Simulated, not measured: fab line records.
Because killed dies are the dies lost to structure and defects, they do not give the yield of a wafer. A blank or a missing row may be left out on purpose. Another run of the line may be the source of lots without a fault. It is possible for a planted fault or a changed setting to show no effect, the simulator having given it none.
fab line records + flow n5_finfet
record:
- lots: 9
- wafers: 27
- last_day: 18
route steps=1938 shown DUMMY_GATE@250 SD_EPI_N@267 BEOL_M4@1111
lots untouched by any fault: they come from a run of this same line in which no faults occurred
start_h: the number of hours between the record's first day and the start of the first shown wafer of the lot + wait_h: time in hours since the lot's previous step + " repeats the value in the row above + L1.1+2: a row that stands for several wafers + - no value, or no start was given + * or withheld: withheld + < > ~ a bound
route shown NAME@n: NAME is a module with steps in the file, n the number in the route of the first one + usual: mean/standard deviation taken from wafers without a fault + same: alike in all rows + chamber/n: place in a boat + sites: the reading at each site + _std_site: standard deviation across them + _edge_site: outer sites' mean less inner sites' + radius_mm: how far each site lies from the wafer's centre + mask NAME#n: copy n + behind: tool/chamber where the wafer was last shaped + hold: what put the lot on hold/how long, in hours/how the hold closed + device: whichever transistor did not switch (one of n, p or np) + end of line: tests run on the same wafers once the route is complete + for a step that has no rows: nothing shown but its recipe + killed: dies that structure and defects cost at the first sort, which is not the same as the wafer's yield + map: per-die view of a wafer (x killed, . not killed, _ where there is no die)
set.NAME: setting as actually run; set.NAME@STEP: the setting as run at that earlier step + model.NAME: the simulator's own value behind a step, which no gauge read
a sample of lots followed through the steps of the route, with each step as a table and each wafer as a row
services: the hour from which a tool's chamber was out of use, counted from the record's first day as start_h (under 0 if before that day), plus the number of hours and why
== steps ==
step: N5_DUMMY_GATE_ETCH_42
recipe:
- chemistry: CHF3/O2
- target: SiO2
- target_depth_a: 35
- time_s: 31
- ion_energy_ev: 30
- bias_w: 12
- pressure_mtorr: 30
- source_w: 600
- Ar_flow_sccm: 200
- CHF3_flow_sccm: 50
- O2_flow_sccm: 5
usual:
- bias_w: 12.00/0.037
- drypump_motor_current_A: 5.8/0.51
- oes_ar_750_au: 0.74/0.033
- oes_product_au: 0.74/0.032
- rf_vpp_V: 42.5/0.91
- showerhead_plenum_p_Torr: 2.39/0.057
- throttle_valve_pct: 18.92/0.21
same:
- time_s: 31
| lot.wafer | tool        | chamber | start_h | wait_h | bias_w | drypump_motor_current_A | oes_ar_750_au | oes_product_au | rf_hours_counter_h | rf_vpp_V | showerhead_plenum_p_Torr | throttle_valve_pct |
|-----------|-------------|---------|---------|--------|--------|-------------------------|---------------|----------------|--------------------|----------|--------------------------|--------------------|
| L798.1    | rie_diel-05 | 2       | 53.07   | 0.1    | 12.05  | 5.5                     | 0.72          | 0.72           | 205                | 42.1     | 2.38                     | 18.69              |
| L798.4    | "           | 1       | "       | "      | 11.99  | 6.7                     | 0.73          | 0.74           | 168                | 41.2     | 2.40                     | 18.97              |
| L798.5    | "           | 3       | "       | "      | 12.00  | 5.6                     | 0.74          | 0.74           | -                  | 41.3     | 2.40                     | 19.24              |
| L800.1    | rie_diel-04 | 1       | 62.25   | 0.1    | 11.96  | 6.6                     | 0.80          | 0.80           | 125                | 43.3     | 2.32                     | 18.85              |
| L800.3    | "           | 2       | "       | "      | 11.95  | 5.5                     | 0.79          | 0.79           | 134                | 43.6     | 2.51                     | 18.76              |
| L800.5    | "           | 2       | "       | "      | 11.97  | 5.5                     | 0.79          | 0.78           | -                  | 42.6     | 2.51                     | 18.77              |
| L802.1    | rie_diel-04 | 1       | 73.28   | 0.0    | 12.02  | 6.7                     | 0.80          | 0.80           | 128                | 42.7     | 2.32                     | 18.85              |
| L802.4    | "           | 3       | "       | "      | 12.00  | 5.6                     | 0.72          | 0.72           | 210                | 43.7     | 2.29                     | 19.16              |
| L802.5    | "           | 2       | "       | "      | 11.92  | 5.5                     | 0.79          | 0.79           | -                  | 43.0     | 2.51                     | 18.78              |
| L808.1    | rie_diel-04 | 3       | 111.20  | 0.0    | 12.07  | 5.7                     | 0.71          | 0.71           | 217                | 43.6     | 2.29                     | 19.18              |
| L808.4    | "           | 2       | "       | "      | 12.00  | 5.5                     | 0.77          | 0.78           | 146                | 42.4     | 2.51                     | 18.81              |
| L808.5    | "           | 1       | "       | "      | 11.93  | 6.6                     | 0.79          | 0.78           | -                  | 42.3     | 2.32                     | 18.87              |
| L814.1    | rie_diel-02 | 3       | 142.88  | 0.0    | 11.96  | 4.8                     | 0.76          | 0.75           | 173                | 40.5     | 2.41                     | 19.02              |
| L814.4    | "           | 0       | "       | "      | 11.97  | 6.0                     | 0.71          | 0.71           | -                  | 42.8     | 2.39                     | 19.19              |
| L814.5    | "           | 2       | "       | "      | 12.00  | 5.6                     | 0.77          | 0.76           | -                  | 43.2     | 2.42                     | 18.53              |
| L815.1    | rie_diel-04 | 2       | 152.06  | 0.2    | 11.94  | 5.5                     | 0.76          | 0.76           | 160                | 42.3     | 2.50                     | 18.82              |
| L815.4    | "           | 0       | "       | "      | 11.99  | 6.1                     | 0.74          | 0.72           | 172                | 43.3     | 2.41                     | 18.95              |
| L815.5    | "           | 2       | "       | "      | 11.94  | 5.5                     | 0.76          | 0.76           | -                  | 42.5     | 2.50                     | 18.81              |
| L817.1    | rie_diel-05 | 0       | 165.01  | 0.0    | 11.96  | 5.4                     | 0.69          | 0.70           | 210                | 42.1     | 2.38                     | 18.92              |
| L817.4    | "           | 2       | "       | "      | 11.96  | 5.5                     | 0.71          | 0.70           | 238                | 42.3     | 2.37                     | 18.75              |
| L817.6    | "           | 2       | "       | "      | 11.96  | 5.5                     | 0.70          | 0.70           | -                  | 42.0     | 2.37                     | 18.75              |
| L820.1    | rie_diel-05 | 0       | 180.76  | 0.1    | 11.97  | 5.4                     | 0.69          | 0.69           | 214                | 42.8     | 2.38                     | 18.93              |
| L820.3    | "           | 2       | "       | "      | 12.03  | 5.5                     | 0.70          | 0.70           | 242                | 41.5     | 2.37                     | 18.75              |
| L820.5    | "           | 3       | "       | "      | 12.04  | 5.6                     | 0.71          | 0.71           | -                  | 44.3     | 2.39                     | 19.29              |
| L821.2    | rie_diel-05 | 2       | 185.84  | 0.0    | 12.02  | 5.5                     | 0.70          | 0.70           | 243                | 40.4     | 2.37                     | 18.76              |
| L821.4    | "           | 0       | "       | "      | 11.93  | 5.4                     | 0.68          | 0.69           | 215                | 41.4     | 2.38                     | 18.95              |
| L821.6    | "           | 3       | "       | "      | 11.93  | 5.6                     | 0.71          | 0.71           | -                  | 41.5     | 2.38                     | 19.29              |
step: N5_SD_EPI_N_EXPOSE_06
recipe:
- mask_id: SD_N_BLK
- na: 1.35
- source_shape: conventional
- sigma_outer: 0.8
- polarization: unpolarized
- target_cd_nm: 120
- dose_mj: 39.75
| lot.wafer  | tool            | chamber | start_h | wait_h | mask       |
|------------|-----------------|---------|---------|--------|------------|
| L798.1+4+5 | arfi_scanner-02 | 0       | 54.99   | -      | SD_N_BLK#0 |
| L800.1+3+5 | arfi_scanner-03 | 0       | 63.37   | -      | SD_N_BLK#0 |
| L802.1+4+5 | arfi_scanner-01 | 0       | 74.46   | -      | SD_N_BLK#0 |
| L808.1+4+5 | arfi_scanner-03 | 0       | 112.31  | -      | SD_N_BLK#0 |
| L814.1+4+5 | arfi_scanner-01 | 0       | 144.03  | -      | SD_N_BLK#0 |
| L815.1+4+5 | arfi_scanner-02 | 0       | 153.18  | -      | SD_N_BLK#0 |
| L817.1+4+6 | arfi_scanner-01 | 0       | 166.13  | -      | SD_N_BLK#0 |
| L820.1+3+5 | arfi_scanner-01 | 0       | 181.87  | -      | SD_N_BLK#0 |
| L821.2+4+6 | arfi_scanner-01 | 0       | 188.33  | -      | SD_N_BLK#0 |
step: N5_SD_EPI_N_CD_MEAS_09
recipe:
- target_cd_nm: 120
- landing_energy_ev: 500
- detector: se_inlens
usual:
- cd_nm: 120.1/0.6
same:
- landing_energy_ev: 500
| lot.wafer | tool      | chamber | start_h | wait_h | cd_nm |
|-----------|-----------|---------|---------|--------|-------|
| L798.1    | cd_sem-01 | 0       | 55.12   | -      | 120.1 |
| L798.4    | "         | 0       | "       | "      | 120.9 |
| L798.5    | "         | 0       | "       | "      | 119.9 |
| L800.1    | cd_sem-01 | 0       | 63.49   | -      | 119.3 |
| L800.3    | "         | 0       | "       | "      | 118.8 |
| L800.5    | "         | 0       | "       | "      | 119.6 |
| L802.1    | cd_sem-01 | 0       | 74.58   | -      | 120.0 |
| L802.4    | "         | 0       | "       | "      | 120.4 |
| L802.5    | "         | 0       | "       | "      | 121.4 |
| L808.1    | cd_sem-02 | 0       | 112.44  | -      | 112.1 |
| L808.4    | "         | 0       | "       | "      | 119.5 |
| L808.5    | "         | 0       | "       | "      | 119.5 |
| L814.1    | cd_sem-02 | 0       | 144.16  | -      | 120.1 |
| L814.4    | "         | 0       | "       | "      | 120.3 |
| L814.5    | "         | 0       | "       | "      | 119.7 |
| L815.1    | cd_sem-01 | 0       | 153.31  | -      | 119.9 |
| L815.4    | "         | 0       | "       | "      | 120.5 |
| L815.5    | "         | 0       | "       | "      | 120.2 |
| L817.1    | cd_sem-02 | 0       | 166.25  | -      | 119.3 |
| L817.4    | "         | 0       | "       | "      | 118.7 |
| L817.6    | "         | 0       | "       | "      | 119.5 |
| L820.1    | cd_sem-02 | 0       | 181.99  | -      | 120.8 |
| L820.3    | "         | 0       | "       | "      | 120.5 |
| L820.5    | "         | 0       | "       | "      | 120.4 |
| L821.2    | cd_sem-01 | 0       | 188.45  | -      | 120.3 |
| L821.4    | "         | 0       | "       | "      | 121.1 |
| L821.6    | "         | 0       | "       | "      | 120.6 |
step: N5_SD_EPI_N_STRIP_38
recipe:
- chemistry: N2/H2
- power_w: 1000
- temp_c: 250
- h2_frac: 0.65
- overash_fraction: 0.3
- pressure_mtorr: withheld
- n2_flow_sccm: 1750
- h2_flow_sccm: 3250
usual:
- drypump_motor_current_A: 5.39/0.097
- heater_power_w: 341/27
- oes_product_au: 0.761/0.012
- temp_c: 249.96/0.23
| lot.wafer | tool            | chamber | start_h | wait_h | drypump_motor_current_A | heater_power_w | oes_product_au | rf_hours_counter_h | temp_c |
|-----------|-----------------|---------|---------|--------|-------------------------|----------------|----------------|--------------------|--------|
| L798.1    | plasma_asher-01 | 1       | 56.16   | 0.1    | 5.49                    | 299            | 0.738          | 32                 | 250.00 |
| L798.4    | "               | 1       | "       | "      | 5.49                    | 289            | 0.759          | -                  | 250.00 |
| L798.5    | "               | 0       | "       | "      | 5.48                    | 357            | 0.761          | -                  | 250.05 |
| L800.1    | plasma_asher-01 | 1       | 64.36   | 0.1    | 5.51                    | 297            | 0.755          | 33                 | 249.89 |
| L800.3    | "               | 0       | "       | "      | 5.49                    | 336            | 0.742          | -                  | 250.13 |
| L800.5    | "               | 1       | "       | "      | 5.53                    | 297            | 0.767          | -                  | 249.23 |
| L802.1    | plasma_asher-01 | 0       | 75.74   | 0.1    | 5.52                    | 354            | 0.763          | 36                 | 250.13 |
| L802.4    | "               | 0       | "       | "      | 5.49                    | 356            | 0.745          | -                  | 249.97 |
| L802.5    | "               | 1       | "       | "      | 5.54                    | 293            | 0.761          | -                  | 249.96 |
| L808.1    | plasma_asher-02 | 0       | 113.41  | 0.1    | 5.31                    | 356            | 0.750          | 94                 | 249.72 |
| L808.4    | "               | 1       | "       | "      | 5.31                    | 359            | 0.751          | -                  | 250.15 |
| L808.5    | "               | 1       | "       | "      | 5.32                    | 366            | 0.770          | -                  | 249.91 |
| L814.1    | plasma_asher-01 | 1       | 145.06  | 0.1    | 5.51                    | 293            | 0.764          | 50                 | 249.83 |
| L814.4    | "               | 0       | "       | "      | 5.48                    | 349            | 0.769          | -                  | 249.65 |
| L814.5    | "               | 0       | "       | "      | 5.52                    | 361            | 0.775          | -                  | 249.97 |
| L815.1    | plasma_asher-02 | 1       | 154.18  | 0.1    | 5.28                    | 354            | 0.732          | 104                | 249.74 |
| L815.4    | "               | 0       | "       | "      | 5.28                    | 349            | 0.745          | -                  | 249.76 |
| L815.5    | "               | 0       | "       | "      | 5.28                    | 356            | 0.773          | -                  | 249.82 |
| L817.1    | plasma_asher-02 | 0       | 167.12  | 0.1    | 5.28                    | 366            | 0.773          | 105                | 249.82 |
| L817.4    | "               | 0       | "       | "      | 5.28                    | 350            | 0.753          | -                  | 249.58 |
| L817.6    | "               | 0       | "       | "      | 5.28                    | 354            | 0.770          | -                  | 249.74 |
| L820.1    | plasma_asher-01 | 1       | 183.08  | 0.3    | 5.50                    | 292            | 0.754          | 57                 | 249.75 |
| L820.3    | "               | 1       | "       | "      | 5.49                    | 307            | 0.758          | -                  | 249.74 |
| L820.5    | "               | 1       | "       | "      | 5.50                    | 296            | 0.760          | -                  | 249.70 |
| L821.2    | plasma_asher-01 | 0       | 189.32  | 0.1    | 5.47                    | 358            | 0.749          | 57                 | 250.15 |
| L821.4    | "               | 1       | "       | "      | 5.52                    | 281            | 0.755          | -                  | 249.64 |
| L821.6    | "               | 0       | "       | "      | 5.45                    | 353            | 0.745          | -                  | 249.93 |
step: N5_SD_EPI_N_VAPOR_ETCH_50
recipe:
- chemistry: HCl
- target: Si
- temp_c: 775
- time_s: 54
- pressure_torr: 20
- mode: isotropic
usual:
- throttle_valve_pct: 11.4/0.45
same:
- time_s: 54
| lot.wafer | tool         | chamber | start_h | wait_h | throttle_valve_pct |
|-----------|--------------|---------|---------|--------|--------------------|
| L798.1    | epi_rpcvd-04 | 0       | 57.14   | 0.3    | 10.7               |
| L798.4    | "            | 0       | "       | "      | 10.6               |
| L798.5    | "            | 0       | "       | "      | 10.7               |
| L800.1    | epi_rpcvd-04 | 0       | 65.28   | 0.3    | 10.9               |
| L800.3    | "            | 0       | "       | "      | 11.0               |
| L800.5    | "            | 0       | "       | "      | 10.9               |
| L802.1    | epi_rpcvd-04 | 0       | 76.45   | 0.3    | 10.6               |
| L802.4    | "            | 0       | "       | "      | 10.6               |
| L802.5    | "            | 0       | "       | "      | 10.7               |
| L808.1    | epi_rpcvd-04 | 0       | 114.12  | 0.3    | 10.7               |
| L808.4    | "            | 0       | "       | "      | 11.0               |
| L808.5    | "            | 0       | "       | "      | 10.9               |
| L814.1    | epi_rpcvd-04 | 0       | 145.89  | 0.4    | 10.7               |
| L814.4    | "            | 0       | "       | "      | 10.8               |
| L814.5    | "            | 0       | "       | "      | 10.8               |
| L815.1    | epi_rpcvd-04 | 0       | 154.89  | 0.3    | 10.9               |
| L815.4    | "            | 0       | "       | "      | 10.9               |
| L815.5    | "            | 0       | "       | "      | 10.8               |
| L817.1    | epi_rpcvd-02 | 0       | 167.83  | 0.3    | 11.8               |
| L817.4    | "            | 0       | "       | "      | 11.7               |
| L817.6    | "            | 0       | "       | "      | 11.8               |
| L820.1    | epi_rpcvd-02 | 0       | 183.79  | 0.3    | 11.9               |
| L820.3    | "            | 0       | "       | "      | 11.5               |
| L820.5    | "            | 0       | "       | "      | 11.6               |
| L821.2    | epi_rpcvd-01 | 0       | 190.36  | 0.5    | 11.5               |
| L821.4    | "            | 0       | "       | "      | 11.6               |
| L821.6    | "            | 0       | "       | "      | 11.4               |
step: N5_BEOL_M4_RC_MEAS_101
usual:
- DIBL_N: 36.3/1.2
- DIBL_P: 36.3/1.4
- IOFF_N: 0.157/0.02
- IOFF_P: 0.22/0.033
- ION_N: 675/9.6
- ION_P: 465/8.2
- SS_N: 71.4/0.45
- SS_P: 73.3/0.54
- VT_N: 249.8/2.5
- VT_P: -249/3.2
| lot.wafer | tool      | chamber | start_h | wait_h | DIBL_N[mV/V] | DIBL_P[mV/V] | IOFF_N[nA/um] | IOFF_P[nA/um] | ION_N[uA/um] | ION_P[uA/um] | SS_N[mV/dec] | SS_P[mV/dec] | VT_N[mV] | VT_P[mV] |
|-----------|-----------|---------|---------|--------|--------------|--------------|---------------|---------------|--------------|--------------|--------------|--------------|----------|----------|
| L798.1    | prober-01 | 0       | 170.35  | 0.0    | 37.2         | 38.5         | 0.169         | 0.23          | 681          | 466          | 71.4         | 72.8         | 246.2    | -249     |
| L798.4    | "         | 0       | "       | "      | 36.6         | 37.3         | 0.150         | 0.21          | 676          | 467          | 71.6         | 72.7         | 249.8    | -251     |
| L798.5    | "         | 0       | "       | "      | 35.3         | 36.4         | 0.137         | 0.20          | 661          | 457          | 71.5         | 73.0         | 251.9    | -252     |
| L800.1    | prober-01 | 0       | 187.88  | 0.0    | 34.6         | 34.8         | 0.128         | 0.16          | 665          | 455          | 71.2         | 72.0         | 251.3    | -256     |
| L800.3    | "         | 0       | "       | "      | 35.1         | 34.9         | 0.132         | 0.17          | 662          | 453          | 71.7         | 72.3         | 251.7    | -253     |
| L800.5    | "         | 0       | "       | "      | 35.3         | 35.1         | 0.137         | 0.17          | 668          | 455          | 71.2         | 71.9         | 253.9    | -254     |
| L802.1    | prober-01 | 0       | 209.08  | 0.0    | 36.7         | 36.7         | 0.185         | 0.25          | 695          | 475          | 72.2         | 73.9         | 247.5    | -249     |
| L802.4    | "         | 0       | "       | "      | 36.6         | 36.2         | 0.163         | 0.23          | 679          | 466          | 71.9         | 72.6         | 250.2    | -249     |
| L802.5    | "         | 0       | "       | "      | 36.4         | 36.4         | 0.179         | 0.25          | 695          | 477          | 71.0         | 72.6         | 246.5    | -246     |
| L808.1    | prober-02 | 0       | 251.22  | 0.0    | 37.4         | 35.5         | 0.168         | 0.23          | 683          | 466          | 70.9         | 73.8         | 249.0    | -249     |
| L808.4    | "         | 0       | "       | "      | 36.9         | 35.0         | 0.162         | 0.21          | 680          | 466          | 71.2         | 73.2         | 248.9    | -247     |
| L808.5    | "         | 0       | "       | "      | 37.3         | 35.6         | 0.174         | 0.23          | 682          | 465          | 71.6         | 73.8         | 250.0    | -247     |
| L814.1    | prober-02 | 0       | 274.00  | 0.0    | 36.0         | 35.9         | 0.160         | 0.20          | 683          | 463          | 71.2         | 73.4         | 249.9    | -250     |
| L814.4    | "         | 0       | "       | "      | 36.0         | 36.1         | 0.152         | 0.20          | 672          | 461          | 71.7         | 72.8         | 249.2    | -252     |
| L814.5    | "         | 0       | "       | "      | 36.0         | 36.1         | 0.159         | 0.20          | 685          | 463          | 71.2         | 72.5         | 248.5    | -251     |
| L815.1    | prober-02 | 0       | 299.64  | 0.0    | 35.0         | 35.0         | 0.143         | 0.25          | 674          | 464          | 72.2         | 73.6         | 251.8    | -248     |
| L815.4    | "         | 0       | "       | "      | 35.3         | 35.0         | 0.149         | 0.23          | 677          | 472          | 71.7         | 73.6         | 252.1    | -247     |
| L815.5    | "         | 0       | "       | "      | 34.5         | 33.3         | 0.137         | 0.21          | 687          | 473          | 71.4         | 73.2         | 250.9    | -248     |
| L817.1    | prober-02 | 0       | 300.57  | 0.2    | 35.0         | 35.5         | 0.126         | 0.18          | 653          | 459          | 70.5         | 72.8         | 254.0    | -251     |
| L817.4    | "         | 0       | "       | "      | 35.4         | 36.4         | 0.127         | 0.19          | 661          | 460          | 71.3         | 73.2         | 254.7    | -251     |
| L817.6    | "         | 0       | "       | "      | 34.6         | 35.6         | 0.115         | 0.18          | 658          | 459          | 70.8         | 73.1         | 254.7    | -252     |
| L820.1    | prober-01 | 0       | 307.20  | 0.0    | 35.7         | 36.1         | 0.147         | 0.25          | 673          | 469          | 71.2         | 73.3         | 249.2    | -246     |
| L820.3    | "         | 0       | "       | "      | 37.4         | 37.9         | 0.182         | 0.28          | 675          | 473          | 71.5         | 74.0         | 246.1    | -245     |
| L820.5    | "         | 0       | "       | "      | 36.5         | 36.6         | 0.170         | 0.26          | 667          | 464          | 71.8         | 73.9         | 247.4    | -246     |
| L821.2    | prober-02 | 0       | 331.82  | 0.2    | 38.2         | 39.2         | 0.187         | 0.29          | 688          | 471          | 71.6         | 74.1         | 249.0    | -242     |
| L821.4    | "         | 0       | "       | "      | 34.8         | 34.9         | 0.119         | 0.20          | 665          | 470          | 70.4         | 72.6         | 251.8    | -248     |
| L821.6    | "         | 0       | "       | "      | 39.5         | 40.7         | 0.208         | 0.34          | 685          | 478          | 71.7         | 74.1         | 247.2    | -243     |
== services ==
| tool            | chamber | start_h | hours | kind   |
|-----------------|---------|---------|-------|--------|
| arfi_scanner-03 | -       | 32.84   | 1.0   | pm     |
| arfi_scanner-02 | -       | 37.91   | 0.8   | pm     |
| epi_rpcvd-02    | -       | 53.58   | 14.6  | pm     |
| arfi_scanner-02 | -       | 58.09   | 1.0   | pm     |
| arfi_scanner-02 | -       | 60.60   | 75.2  | repair |
| arfi_scanner-01 | -       | 66.95   | 2.0   | repair |
| arfi_scanner-03 | -       | 70.99   | 1.3   | pm     |
| arfi_scanner-01 | -       | 71.63   | 0.4   | repair |
| arfi_scanner-03 | -       | 81.81   | 3.9   | pm     |
| epi_rpcvd-01    | -       | 83.73   | 0.3   | repair |
| arfi_scanner-03 | -       | 88.52   | 0.7   | repair |
| arfi_scanner-01 | -       | 89.49   | 0.8   | pm     |
| rie_diel-04     | 3       | 97.35   | 10.8  | repair |
| arfi_scanner-01 | -       | 97.43   | 1.0   | pm     |
| arfi_scanner-01 | -       | 100.39  | 2.0   | repair |
| rie_diel-04     | -       | 100.48  | 4.0   | repair |
| arfi_scanner-03 | -       | 106.02  | 0.8   | pm     |
| plasma_asher-02 | -       | 106.05  | 2.8   | pm     |
| arfi_scanner-02 | -       | 135.82  | 1.3   | pm     |
| arfi_scanner-01 | -       | 147.10  | 1.3   | pm     |
| epi_rpcvd-04    | -       | 148.37  | 0.5   | pm     |
| epi_rpcvd-02    | -       | 151.93  | 1.0   | repair |
| plasma_asher-01 | -       | 169.11  | 4.0   | repair |
| arfi_scanner-02 | -       | 187.75  | 20.3  | repair |
== key ==
first_sign:
- step: N5_SD_EPI_N_CD_MEAS_09
- reading: cd_nm
- direction: down
- sigmas: 14
- usual: 120.1
- struck: 112.1
effect none on later readings
met_at N5_SD_EPI_N_EXPOSE_06
struck_lots L808
struck_wafers L808.1
not_acting_at N5_DUMMY_GATE_ETCH_42,N5_SD_EPI_N_STRIP_38,N5_SD_EPI_N_VAPOR_ETCH_50
onset_between 63.37 112.31
fault:
- kind: process_parameter_drift
- tool: arfi_scanner-03
- chamber: -
- onset_h: 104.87
- steps: N5_SD_EPI_N_EXPOSE_06
- channel: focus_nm
- offset: 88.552
- shape: step
- end_h: 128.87
- scope: struck_wafers_only
